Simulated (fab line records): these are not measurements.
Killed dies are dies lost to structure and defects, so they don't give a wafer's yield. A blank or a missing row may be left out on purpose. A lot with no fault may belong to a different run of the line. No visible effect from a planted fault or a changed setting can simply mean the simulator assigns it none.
Problem report, 8D (eight disciplines) form, completed by code | flow n5Finfet | the parts of the form that need people (team, actions taken, sign-off) are left out

== 1. WHAT WENT WRONG ==
Mean of thkNm at N5_SD_EPI_P_EPI_MEAS_23: 12.7 nm across 3 wafers in 2 lots; on wafers with no fault it is 61.1 nm (standard deviation 1.2). Measured from the usual mean, that is -40 standard deviations.
The first sign was on wafer L241.6 at day 6 17:56, on filmMetro-01. At this step, 42 wafers from 14 lots have a number in the record. The rule behind "out" and "out of limits": a value lying over 4 standard deviations away from the usual mean. All remaining wafers that have a number are taken as sound.

== 2. WHAT THIS IS AND IS NOT ==
question                    | is                         | is not
which readings at this step | thkNm                      | -
which lots                  | L241, L245                 | L229, L230, L231, L232, L233, L235, L236, L237, L240, L248, L250, L251
which wafers of those lots  | L241.6, L245.3, L245.6     | L241.2, L241.5, L245.1
read on which gauges        | filmMetro-01, filmMetro-02 | -
when                        | from day 6 17:56           | up to then (29 sound wafers); but 10 sound wafers of L245, L248, L250, L251 came after

== 3. THE SUSPECTS, EACH WITH WHAT RULES IT OUT ==
Counting: a tool at a process step up to the reading stays a suspect if it ran every lot that is out. Sound lots after the first of them don't rule it out here, since some wafers of a struck lot are sound.
- the gauge at N5_SD_EPI_P_EPI_MEAS_23 has been ruled out. Those wafers that are out were read across 2 gauges (filmMetro-01, filmMetro-02).
- epiRpcvd-01 at N5_SD_EPI_P_PRECLEAN_51 (cleans in NF3:NH3, afs cycles 1, time 20 s, sublimation time 60 s): kept. Every lot that is out went through it, the first being L241 (day 6 15:24); the last sound lot it ran before that was L240 (day 6 06:37).
Remaining after the count: epiRpcvd-01 at N5_SD_EPI_P_PRECLEAN_51.

== 4. THE CAUSE (what the simulator had put in) ==
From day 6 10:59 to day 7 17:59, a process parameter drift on epiRpcvd-01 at N5_SD_EPI_P_PRECLEAN_51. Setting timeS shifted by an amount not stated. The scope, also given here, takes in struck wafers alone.
Only this tool survived the counting.

== 5. THE CHAIN OF EFFECTS, in route order ==
Each row: a reading whose mean over the struck wafers that have a number lies more than 3 standard deviations from the usual. Only readings whose record carries a usual standard deviation are examined. hours: median over the lots of the time between each lot's start at the first step of this table that gives one and its start at this step. sigmas: the change, counted in usual standard deviations.
hours | step                        | reading     | usual          | on struck wafers | change    | sigmas
0     | N5_SD_EPI_P_EPI_MEAS_23     | thkNm       | 61.1 nm        | 12.7             | -48.4     | -40
1     | N5_SD_ACTIVATION_RS_MEAS_03 | RS_SD_P     | 56.0 ohm/sq    | 269.1            | +213.1    | +99 or more
112   | N5_BEOL_M4_RC_MEAS_101      | CJ_P        | 5.81           | 5.07             | -0.74     | -3.7
112   | N5_BEOL_M4_RC_MEAS_101      | DIBL_P      | 36.5 mV/V      | 29.5             | -7.0      | -3.3
112   | N5_BEOL_M4_RC_MEAS_101      | IOFF_P      | 0.22 nA/um     | 0.02             | -0.20     | -5.6
112   | N5_BEOL_M4_RC_MEAS_101      | IOFF_P_85C  | 3.7 nA/um      | 0.5              | -3.2      | -6.1
112   | N5_BEOL_M4_RC_MEAS_101      | IOFF_P_LIN  | 0.102 nA/um    | 0.011            | -0.091    | -6.5
112   | N5_BEOL_M4_RC_MEAS_101      | IOFF_P_LONG | 0.000107 nA/um | 0.000195         | +0.000088 | +9.5
112   | N5_BEOL_M4_RC_MEAS_101      | ION_P       | 463 uA/um      | 257              | -206      | -26
112   | N5_BEOL_M4_RC_MEAS_101      | REXT_P      | 100.4 ohm.um   | 543.6            | +443.2    | +99 or more
112   | N5_BEOL_M4_RC_MEAS_101      | RS_SD_P     | 65.7 ohm/sq    | 314.6            | +248.9    | +99 or more
112   | N5_BEOL_M4_RC_MEAS_101      | VT_P        | -250 mV        | -312             | -62       | -19
112   | N5_BEOL_M4_RC_MEAS_101      | VT_P_LVT    | -98.1 mV       | -161.1           | -63.0     | -21

== 6. WHAT WOULD HAVE CAUGHT IT SOONER ==
In this record the first reading out of limits at a measuring or inspecting step was taken at day 6 17:56, 7 hours after the fault began at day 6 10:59.
Of the lots that are out (2), L245 began N5_SD_EPI_P_PRECLEAN_51 on epiRpcvd-01 after day 6 17:56. Putting the tool on hold at that point would have spared it.
